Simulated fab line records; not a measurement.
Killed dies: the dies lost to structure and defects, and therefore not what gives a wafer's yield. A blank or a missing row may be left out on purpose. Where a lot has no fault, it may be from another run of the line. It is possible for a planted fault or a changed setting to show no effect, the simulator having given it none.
fab line records	flow n5-finfet
record: lots: 7	wafers: 18	last-day: 17
route steps=1938 shown MIM_TOP_LITHO@1846 MIM_TOP_ETCH@1851 MIM_BOT_LITHO@1854
lots that met no fault: from a run of the same line without faults
start-h: the number of hours between the record's first day and the start of the first shown wafer of the lot	wait-h: hours from the lot's prior step to this one	" identical to the entry in the row above	L1.1+2: one row covering several wafers at once	- no value present, or no start provided	* or withheld: withheld	< > ~ a bound
route shown NAME@n: a module of which the file shows steps, and the number in the route of the first	usual: mean/standard deviation taken from wafers without a fault	same: alike in all rows	chamber/n: place in a boat	sites: the reading at each site	_std_site: their standard deviation	_edge_site: mean of outer sites minus mean of inner sites	radius-mm: for every site, how far away it sits from the centre of the wafer	mask NAME#n: copy n	behind: tool/chamber where the wafer was last shaped	hold: reason for holding the lot/hours on hold/outcome of the hold	device: the transistor (n, p or np) that didn't switch	end of line: tests of these same wafers at the route's end	where a step has no rows: the recipe by itself	killed: dies lost to structure and defects at the first sort, not the wafer's yield	map: a wafer's dies, marking killed ones x, the rest . and places with no die _
set.NAME: the run value of the setting; set.NAME@STEP: its run value at that earlier step	model.NAME: the simulator's own value behind a step, which no gauge read
certain route steps with their lots: each step a table, each wafer a row
services: when a tool's chamber went out of use (start-h, in hours from the record's first day, below 0 if earlier), for how many hours, and the reason
== steps ==
step: N5_MIM_TOP_LITHO_HARDBAKE_09
recipe: temp-c: 130	time-s: 120
step: N5_MIM_TOP_LITHO_CD_MEAS_08
recipe: target-cd-nm: 2000	landing-energy-ev: 500	detector: se-inlens
usual: cd-nm: 1999.4/2.4
same: landing-energy-ev: 500
lot.wafer	tool	chamber	start-h	wait-h	cd-nm
L984.2	cd-sem-03	0	243.66	-	2005.0
L984.3	"	0	"	"	2003.6
L984.5	"	0	"	"	1999.4
L983.3	cd-sem-03	0	251.69	-	2001.7
L983.5	"	0	"	"	1997.9
L983.6	"	0	"	"	1997.8
L100.3	cd-sem-03	0	354.79	-	2000.7
L100.4	"	0	"	"	2000.7
L998.4	cd-sem-01	0	356.08	-	1997.8
L998.5	"	0	"	"	1998.9
L103.4	cd-sem-01	0	370.02	-	1998.3
L103.6	"	0	"	"	2001.0
L104.1	cd-sem-01	0	385.48	-	2002.0
L104.2	"	0	"	"	1998.0
L104.3	"	0	"	"	1996.5
L105.1	cd-sem-02	0	391.55	-	2000.2
L105.2	"	0	"	"	2000.2
L105.3	"	0	"	"	1998.6
step: N5_MIM_TOP_LITHO_OVL_MEAS_11
recipe: points-per-wafer: 44
usual: MIM_TOP_OVL: 0/5.2
lot.wafer	tool	chamber	start-h	wait-h	MIM_TOP_OVL[nm]
L984.2	overlay-01	0	243.68	0.0	11
L984.3	"	0	"	"	10
L984.5	"	0	"	"	3
L983.3	overlay-02	0	251.72	0.0	-8
L983.5	"	0	"	"	-7
L983.6	"	0	"	"	-11
L100.3	overlay-02	0	354.82	0.0	0
L100.4	"	0	"	"	-1
L998.4	overlay-01	0	356.10	0.0	7
L998.5	"	0	"	"	10
L103.4	overlay-02	0	370.04	0.0	-8
L103.6	"	0	"	"	3
L104.1	overlay-01	0	385.51	0.0	-7
L104.2	"	0	"	"	-8
L104.3	"	0	"	"	0
L105.1	overlay-01	0	391.58	0.0	2
L105.2	"	0	"	"	12
L105.3	"	0	"	"	3
step: N5_MIM_TOP_LITHO_INSPECT_12
recipe: mode: adi	inspect-instrument: macro
usual: raw-defect-count: 2.3/1.6
lot.wafer	tool	chamber	start-h	wait-h	raw-defect-count
L984.2	defect-inspect-02	-	243.71	0.0	1
L984.3	"	-	"	"	2
L984.5	"	-	"	"	2
L983.3	defect-inspect-02	-	251.74	0.0	1
L983.5	"	-	"	"	1
L983.6	"	-	"	"	1
L100.3	defect-inspect-02	-	354.85	0.0	1
L100.4	"	-	"	"	1
L998.4	defect-inspect-01	-	356.13	0.0	2
L998.5	"	-	"	"	2
L103.4	defect-inspect-01	-	370.07	0.0	1
L103.6	"	-	"	"	1
L104.1	defect-inspect-01	-	385.54	0.0	1
L104.2	"	-	"	"	3
L104.3	"	-	"	"	4
L105.1	defect-inspect-01	-	391.60	0.0	3
L105.2	"	-	"	"	0
L105.3	"	-	"	"	8
step: N5_MIM_TOP_LITHO_DESCUM_10
recipe: chemistry: O2	time-s: 7.9	source-power-w: 50	bias-power-w: 20	pressure-mtorr: 20	rf-frequency-hz: 2.712e+07	temp-c: 40	o2-flow-sccm: 225
usual: drypump-motor-current-A: 5.6/0.44	oes-product-au: 0.80/0.084	rf-vpp-V: 242.9/1.3	showerhead-plenum-p-Torr: 2.09/0.059	throttle-valve-pct: 20.63/0.21
lot.wafer	tool	chamber	start-h	wait-h	drypump-motor-current-A	oes-product-au	rf-hours-counter-h	rf-vpp-V	showerhead-plenum-p-Torr	throttle-valve-pct
L984.2	rie-diel-03	3	243.78	0.1	5.5	0.87	52	243.8	2.13	20.44
L984.3	"	2	"	"	5.3	1.02	1	242.9	2.14	20.32
L984.5	"	1	"	"	6.3	0.79	-	242.9	2.13	20.64
L983.3	rie-diel-04	0	251.97	0.2	4.8	0.81	103	243.0	2.13	20.56
L983.5	"	1	"	"	5.3	0.82	-	243.4	2.01	20.46
L983.6	"	2	"	"	5.5	0.89	-	243.0	2.07	20.80
L100.3	rie-diel-05	1	354.88	0.0	5.3	0.83	76	243.9	2.13	20.76
L100.4	"	3	"	"	5.8	0.67	238	244.5	2.08	20.99
L998.4	rie-diel-04	1	356.16	0.0	5.3	0.77	112	242.6	1.99	20.49
L998.5	"	0	"	"	4.9	0.76	-	242.9	2.12	20.59
L103.4	rie-diel-05	3	370.13	0.1	5.8	0.66	-	244.1	2.08	20.99
L103.6	"	2	"	"	5.3	0.70	-	242.6	2.12	20.82
L104.1	rie-diel-03	1	385.57	0.0	6.3	0.77	157	243.0	2.11	20.72
L104.2	"	2	"	"	5.3	0.89	52	244.3	2.13	20.39
L104.3	"	3	"	"	5.4	0.81	95	243.3	2.11	20.52
L105.1	rie-diel-04	0	391.64	0.0	4.8	0.77	151	243.7	2.11	20.63
L105.2	"	3	"	"	6.3	0.85	49	242.9	2.14	20.35
L105.3	"	2	"	"	5.5	0.81	101	242.4	2.05	20.89
step: N5_MIM_TOP_ETCH_ETCH_00
recipe: chemistry: Cl2/BCl3	target: TiN	target-depth-a: 385	ion-energy-ev: 150	pressure-mtorr: 10	icp-w: 1000	bias-w: 126	Cl2_flow_sccm: 53.25	bcl3-flow-sccm: 21.75	Ar_flow_sccm: 25
usual: drypump-motor-current-A: 5.6/0.47	oes-product-au: 0.77/0.093	throttle-valve-pct: 22.6/0.3
lot.wafer	tool	chamber	start-h	wait-h	drypump-motor-current-A	oes-product-au	rf-hours-counter-h	throttle-valve-pct
L984.2	rie-metal-02	1	243.86	0.1	5.0	0.64	93	22.4
L984.3	"	0	"	"	5.5	0.77	-	22.7
L984.5	"	1	"	"	5.0	0.64	-	22.4
L983.3	rie-metal-03	1	252.10	0.1	5.4	0.90	-	22.9
L983.5	"	0	"	"	5.9	0.85	-	22.2
L983.6	"	1	"	"	5.4	0.90	-	22.9
L100.3	rie-metal-02	1	355.01	0.1	5.0	0.62	-	22.4
L100.4	"	0	"	"	5.5	0.74	-	22.7
L998.4	rie-metal-03	0	356.29	0.1	5.9	0.82	-	22.2
L998.5	"	0	"	"	5.9	0.82	-	22.2
L103.4	rie-metal-02	0	370.23	0.1	5.5	0.75	-	22.7
L103.6	"	1	"	"	5.0	0.63	-	22.4
L104.1	rie-metal-03	0	385.66	0.1	5.9	0.80	41	22.2
L104.2	"	1	"	"	5.5	0.83	23	22.9
L104.3	"	1	"	"	5.5	0.83	-	23.0
L105.1	rie-metal-01	0	391.72	0.1	5.0	0.90	5	22.9
L105.2	"	1	"	"	6.6	0.83	26	22.5
L105.3	"	0	"	"	5.1	0.89	-	22.9
step: N5_MIM_TOP_ETCH_STRIP_01
recipe: chemistry: O2	power-w: 600	temp-c: 60	pressure-mtorr: 30	rf-frequency-hz: 6e+07	bias-power-w: 0	overash-fraction: 0.5	o2-flow-sccm: 225
usual: drypump-motor-current-A: 5.5/0.33	oes-product-au: 0.82/0.1	rf-vpp-V: 3.8/1.3	showerhead-plenum-p-Torr: 2.12/0.056	throttle-valve-pct: 16.73/0.25
lot.wafer	tool	chamber	start-h	wait-h	drypump-motor-current-A	oes-product-au	rf-hours-counter-h	rf-vpp-V	showerhead-plenum-p-Torr	throttle-valve-pct
L984.2	rie-diel-06	0	244.01	0.1	5.3	0.75	176	6.2	2.20	16.79
L984.3	"	1	"	"	6.0	0.69	234	2.7	2.17	17.03
L984.5	"	0	"	"	5.3	0.72	-	3.5	2.20	16.76
L983.3	rie-diel-01	1	252.38	0.2	5.5	0.72	182	5.3	2.15	16.74
L983.5	"	2	"	"	5.9	0.72	-	2.7	2.04	16.98
L983.6	"	1	"	"	5.5	0.72	-	6.4	2.15	16.72
L100.3	rie-diel-01	2	355.15	0.1	5.8	0.95	11	5.1	2.03	16.59
L100.4	"	1	"	"	5.5	0.69	218	3.2	2.14	16.84
L998.4	rie-diel-02	2	356.39	0.1	5.7	0.90	49	5.1	2.10	16.11
L998.5	"	0	"	"	5.9	0.79	-	1.4	2.13	16.75
L103.4	rie-diel-01	3	370.33	0.1	5.2	0.89	24	4.1	2.06	16.66
L103.6	"	0	"	"	5.3	0.81	-	1.6	2.12	17.01
L104.1	rie-diel-02	3	385.80	0.1	5.7	0.91	30	4.6	2.05	16.70
L104.2	"	0	"	"	5.8	0.80	111	4.2	2.12	16.77
L104.3	"	2	"	"	5.7	0.85	60	3.1	2.09	16.21
L105.1	rie-diel-02	3	391.86	0.1	5.8	0.88	31	6.1	2.05	16.68
L105.2	"	2	"	"	5.6	0.86	61	2.7	2.09	16.23
L105.3	"	0	"	"	5.8	0.78	112	2.9	2.12	16.81
step: N5_MIM_TOP_ETCH_PECVD_03
recipe: material: SiNx	target-thk-a: 200	temp-c: 400	precursor: SiH4/NH3/N2	pressure-torr: 1.5	rf-w: 300	time-s: 17.6
usual: heater-power-w: 770/120	showerhead-plenum-p-Torr: 5.14/0.06	throttle-valve-pct: 40.5/2
lot.wafer	tool	chamber	start-h	wait-h	heater-power-w	showerhead-plenum-p-Torr	throttle-valve-pct
L984.2	pecvd-02	1	244.07	-	775	5.16	42.2
L984.3	"	0	"	"	890	5.17	42.6
L984.5	"	2	"	"	788	5.07	39.3
L983.3	pecvd-02	0	252.44	-	954	5.18	42.5
L983.5	"	2	"	"	853	5.06	39.3
L983.6	"	1	"	"	753	5.15	42.0
L100.3	pecvd-04	0	355.21	-	785	5.13	43.6
L100.4	"	2	"	"	826	5.29	38.1
L998.4	pecvd-03	0	356.47	-	697	5.14	38.9
L998.5	"	1	"	"	647	5.13	40.9
L103.4	pecvd-03	1	370.41	-	571	5.13	40.6
L103.6	"	2	"	"	618	5.08	37.1
L104.1	pecvd-03	2	385.86	-	685	5.09	37.2
L104.2	"	1	"	"	589	5.12	40.3
L104.3	"	0	"	"	696	5.13	38.6
L105.1	pecvd-02	2	391.93	-	891	5.05	39.8
L105.2	"	1	"	"	720	5.15	42.1
L105.3	"	0	"	"	1041	5.17	42.4
step: N5_MIM_BOT_LITHO_HMDS_01
recipe: time-s: 60	temp-c: 120
step: N5_MIM_BOT_LITHO_COAT_02
recipe: spin-rpm: *	resist-thk-nm: *
step: N5_MIM_BOT_LITHO_EBR_04
recipe: solvent: PGMEA	ebr-width-mm: 1.5
step: N5_MIM_BOT_LITHO_SOFTBAKE_03
recipe: temp-c: 100	time-s: 90
step: N5_MIM_BOT_LITHO_EXPOSE_05
recipe: mask-id: MIM_BOT	na: 0.55	source-shape: conventional	sigma-outer: 0.8	polarization: unpolarized	dose-mj: 24.25
usual: focus-offset-nm: -0.1/0.53	stage-vel-mm-s: 500.04/0.25
same: na: 0.55
lot.wafer	tool	chamber	start-h	wait-h	mask	focus-offset-nm	stage-vel-mm-s
L984.2	krf-scanner-01	0	244.25	-	MIM_BOT#0	-1.8	500.19
L984.3	"	0	"	"	MIM_BOT#0	-0.6	500.17
L984.5	"	0	"	"	MIM_BOT#0	-1.2	500.18
L983.3	krf-scanner-02	0	252.63	-	MIM_BOT#0	-0.3	499.55
L983.5	"	0	"	"	MIM_BOT#0	-1.0	500.05
L983.6	"	0	"	"	MIM_BOT#0	-0.4	499.98
L100.3	krf-scanner-01	0	355.47	-	MIM_BOT#0	0.4	499.88
L100.4	"	0	"	"	MIM_BOT#0	0.4	499.86
L998.4	krf-scanner-01	0	356.65	-	MIM_BOT#0	-0.1	500.44
L998.5	"	0	"	"	MIM_BOT#0	0.4	499.49
L103.4	krf-scanner-01	0	370.71	-	MIM_BOT#0	0.0	500.23
L103.6	"	0	"	"	MIM_BOT#0	0.2	500.37
L104.1	krf-scanner-02	0	386.04	-	MIM_BOT#0	-0.3	499.90
L104.2	"	0	"	"	MIM_BOT#0	-0.3	499.89
L104.3	"	0	"	"	MIM_BOT#0	0.7	500.01
L105.1	krf-scanner-02	0	392.11	-	MIM_BOT#0	-0.2	499.79
L105.2	"	0	"	"	MIM_BOT#0	0.1	499.86
L105.3	"	0	"	"	MIM_BOT#0	0.1	499.87
step: N5_MIM_BOT_LITHO_PEB_06
recipe: peb-temp-c: withheld	peb-time-s: *
step: N5_MIM_BOT_LITHO_DEVELOP_07
recipe: develop-time-s: 60	rinse-liquid: diw	dry: air-spin	dev-temp-c: 21
step: N5_MIM_BOT_LITHO_HARDBAKE_09
recipe: temp-c: 130	time-s: 120
step: N5_MIM_BOT_LITHO_CD_MEAS_08
recipe: target-cd-nm: 3000	landing-energy-ev: 500	detector: se-inlens	polarity: opening
usual: cd-nm: 3001.0/2.3
same: landing-energy-ev: 500
lot.wafer	tool	chamber	start-h	wait-h	cd-nm
L984.2	cd-sem-03	0	244.43	-	3002.4
L984.3	"	0	"	"	2996.0
L984.5	"	0	"	"	3000.3
L983.3	cd-sem-03	0	252.80	-	2996.5
L983.5	"	0	"	"	2997.8
L983.6	"	0	"	"	3003.3
L100.3	cd-sem-01	0	355.64	-	3051.9
L100.4	"	0	"	"	3053.3
L998.4	cd-sem-01	0	356.81	-	3050.3
L998.5	"	0	"	"	3004.3
L103.4	cd-sem-02	0	370.88	-	3051.9
L103.6	"	0	"	"	3001.4
L104.1	cd-sem-03	0	386.22	-	3001.8
L104.2	"	0	"	"	2998.9
L104.3	"	0	"	"	3001.8
L105.1	cd-sem-03	0	392.28	-	3003.1
L105.2	"	0	"	"	3004.0
L105.3	"	0	"	"	3000.6
step: N5_MIM_BOT_LITHO_OVL_MEAS_11
recipe: points-per-wafer: 44
usual: MIM_BOT_OVL: -1/4.7
lot.wafer	tool	chamber	start-h	wait-h	MIM_BOT_OVL[nm]
L984.2	overlay-01	0	244.46	0.0	8
L984.3	"	0	"	"	2
L984.5	"	0	"	"	1
L983.3	overlay-01	0	252.83	0.0	0
L983.5	"	0	"	"	4
L983.6	"	0	"	"	2
L100.3	overlay-01	0	355.67	0.0	7
L100.4	"	0	"	"	0
L998.4	overlay-01	0	356.84	0.0	-3
L998.5	"	0	"	"	-2
L103.4	overlay-01	0	370.90	0.0	2
L103.6	"	0	"	"	-11
L104.1	overlay-02	0	386.25	0.0	-9
L104.2	"	0	"	"	4
L104.3	"	0	"	"	5
L105.1	overlay-02	0	392.31	0.0	-1
L105.2	"	0	"	"	2
L105.3	"	0	"	"	2
== services ==
tool	chamber	start-h	hours	kind
rie-diel-01	2	220.13	3.2	repair
krf-scanner-01	-	220.62	4.4	pm
krf-scanner-02	-	225.00	1.3	pm
rie-metal-02	-	233.20	1.2	repair
krf-scanner-01	-	235.64	1.3	pm
rie-metal-02	-	247.54	2.8	pm
pecvd-03	-	250.52	2.8	pm
krf-scanner-01	-	258.14	1.0	pm
krf-scanner-01	-	263.50	0.8	pm
rie-diel-02	3	266.56	10.3	repair
rie-diel-04	2	277.62	3.7	repair
krf-scanner-01	-	308.14	6.0	repair
krf-scanner-02	-	314.16	1.0	pm
rie-diel-02	3	320.24	22.2	repair
rie-diel-03	3	328.53	19.9	repair
rie-diel-01	0	350.91	2.9	repair
krf-scanner-01	-	350.96	0.7	repair
krf-scanner-02	-	355.09	0.8	pm
rie-diel-02	1	356.52	10.3	repair
rie-metal-03	1	364.53	1.6	repair
krf-scanner-01	-	375.53	4.0	pm
rie-metal-02	-	384.42	0.9	repair
rie-diel-04	3	384.80	2.1	repair
rie-diel-03	0	384.97	14.7	repair
== key ==
first-sign: step: N5_MIM_BOT_LITHO_CD_MEAS_08	reading: cd-nm	direction: up	sigmas: 22	usual: 3001.0	struck: 3051.8
effect none on later readings
met-at N5_MIM_BOT_LITHO_EXPOSE_05
struck-wafers L998.4,L100.3,L100.4,L103.4
onset-between 244.25 355.47
fault: kind: process-parameter-drift	tool: krf-scanner-01	chamber: -	onset-h: 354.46	steps: N5_MIM_BOT_LITHO_EXPOSE_05	channel: focus-nm	offset: 410.16	shape: step	end-h: 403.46	scope: struck-wafers-only
